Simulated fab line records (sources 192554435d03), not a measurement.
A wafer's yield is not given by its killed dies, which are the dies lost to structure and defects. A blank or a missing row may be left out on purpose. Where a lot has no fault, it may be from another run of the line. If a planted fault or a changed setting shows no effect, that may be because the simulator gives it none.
Problem report in the 8D (eight disciplines) form, filled by code	flow n5 finfet	the parts of the form that need people (team, actions taken, sign-off) are left out

== 1. PROBLEM STATEMENT ==
Wafers with no fault read 55.3 nm with a standard deviation of 1.4, whereas trench depth nm at N5_BEOL_M2_OCD_MEAS_38 reads a mean of 26.4 nm on 1 wafer of 1 lot. That puts it -21 standard deviations away from the usual mean.
The first sign was on wafer L799.4 at day 13 20:34, on ocd-02. The record has a number at this step for 24 wafers belonging to 8 lots. Rule for "out" (also "out of limits"): further than 4 standard deviations from the usual mean. Any other wafer with a number is counted as sound.

== 2. WHAT IT IS; WHAT IT IS NOT ==
question	is	is not
which readings at this step	trench depth nm	-
which lots	L799	L784, L785, L786, L787, L790, L792, L800
which wafers of those lots	L799.4	L799.2, L799.5
read on which gauges	ocd-02	ocd-01
when	from day 13 20:34	up to then (20 sound wafers); but 3 sound wafers of L800 came after

== 3. SUSPECTS, AND WHAT RULES EACH OUT ==
Counting: any tool at a process step up to the reading remains a suspect provided it ran every lot that is out. Sound lots after the first of them don't rule it out here, since some wafers of a struck lot are sound.
- the gauge at N5_BEOL_M2_OCD_MEAS_38 has been ruled out. All the wafers that are out were read on ocd-02, but those of them that N5_BEOL_M2_THK_MEAS_53 has rows for are out there too, on other tools.
- rie diel-02 at N5_BEOL_M2_TRENCH_ETCH_37 (etches SiOC in C4F6/O2, target depth 55.555 nm, time 29.2 s): kept. L799, the lot that is out, went through it at day 13 20:25; up to then, the latest sound lot through it was L790 at day 12 03:44.
- rie diel-02 at N5_BEOL_M2_STRIP_97 (strips in N2/H2, time 10 s): kept. L799, the lot that is out, went through it at day 13 20:34; up to then, the latest sound lot through it was L790 at day 12 03:53. With no start given for some of its lots, N5_BEOL_M2_STRIP_97 uses the hours and lot order of N5_BEOL_M2_OCD_MEAS_38.
- In rie diel-02 at N5_BEOL_M2_TRENCH_ETCH_37, the wafers that are out were processed in chamber 0 and their sound lot-mates in chambers 2, 3.
- In rie diel-02 at N5_BEOL_M2_STRIP_97, the wafers that are out were processed in chamber 0 and their sound lot-mates in chambers 2, 3.
The count leaves rie diel-02 at N5_BEOL_M2_STRIP_97 and rie diel-02 at N5_BEOL_M2_TRENCH_ETCH_37.

== 4. THE CAUSE (what the simulator had put in) ==
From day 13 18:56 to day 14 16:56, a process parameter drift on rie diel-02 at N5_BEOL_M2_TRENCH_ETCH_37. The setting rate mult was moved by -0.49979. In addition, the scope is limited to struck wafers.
After counting, 2 suspects remain, this tool included.

== 5. THE CHAIN OF EFFECTS, in route order ==
One row per reading whose mean, taken over the struck wafers that have a number, lies over 3 standard deviations from the usual. Only readings for which the record gives a usual standard deviation are gone through. hours: the time from each lot's start at the first step in this table that gives one to its start at this step, as a median over the lots. sigmas: the change in usual standard deviations.
hours	step	reading	usual	on struck wafers	change	sigmas
0	N5_BEOL_M2_TRENCH_ETCH_37	oes product au	0.80 a.u.	0.55	-0.25	-3.2
0	N5_BEOL_M2_OCD_MEAS_38	trench depth nm	55.3 nm	26.4	-28.9	-21
4	N5_BEOL_M2_THK_MEAS_53	M2_THK	39.4 nm	11.2	-28.2	-15
4	N5_BEOL_M2_RS_MEAS_58	M2_RS	0.67 ohm/sq	3.69	+3.02	+72
229	N5_PASSIVATION_PROBE_49	defect limited yield	90.7 %	0.0	-90.7	-60
229	N5_PASSIVATION_PROBE_49	killed_at_M0_to_M3	38	1108	+1070	+97
229	N5_PASSIVATION_PROBE_49	killed dies	110	1180	+1070	+59
229	N5_PASSIVATION_PROBE_49	killed on rim	15	152	+137	+38
229	N5_PASSIVATION_PROBE_49	sort_bin_5_function	5.5 %	95.8	+90.3	+82
229	N5_PASSIVATION_PROBE_49	sort n pass	1070	0	-1070	-59
229	N5_PASSIVATION_PROBE_49	sort yield pct	90.7 %	0.0	-90.7	-60
It contains these process steps:
- N5_BEOL_M2_TRENCH_ETCH_37: etches SiOC in C4F6/O2, target depth 55.555 nm, time 29.2 s.
- N5_PASSIVATION_PROBE_49

== 6. HOW IT WOULD HAVE BEEN CAUGHT EARLIER ==
2 hours passed between the start of the fault at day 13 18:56 and the first reading out of limits at a measuring or inspecting step in this record, taken at day 13 20:34.
Of the tool readings at N5_BEOL_M2_TRENCH_ETCH_37 for which the record gives a usual standard deviation, none was out on any struck wafer, so an alarm limit of 4 standard deviations on them would not have fired.
All the lots that are out (1) had begun N5_BEOL_M2_TRENCH_ETCH_37 on rie diel-02 by day 13 20:34. Had the tool been put on hold then, not one of them would have been saved.
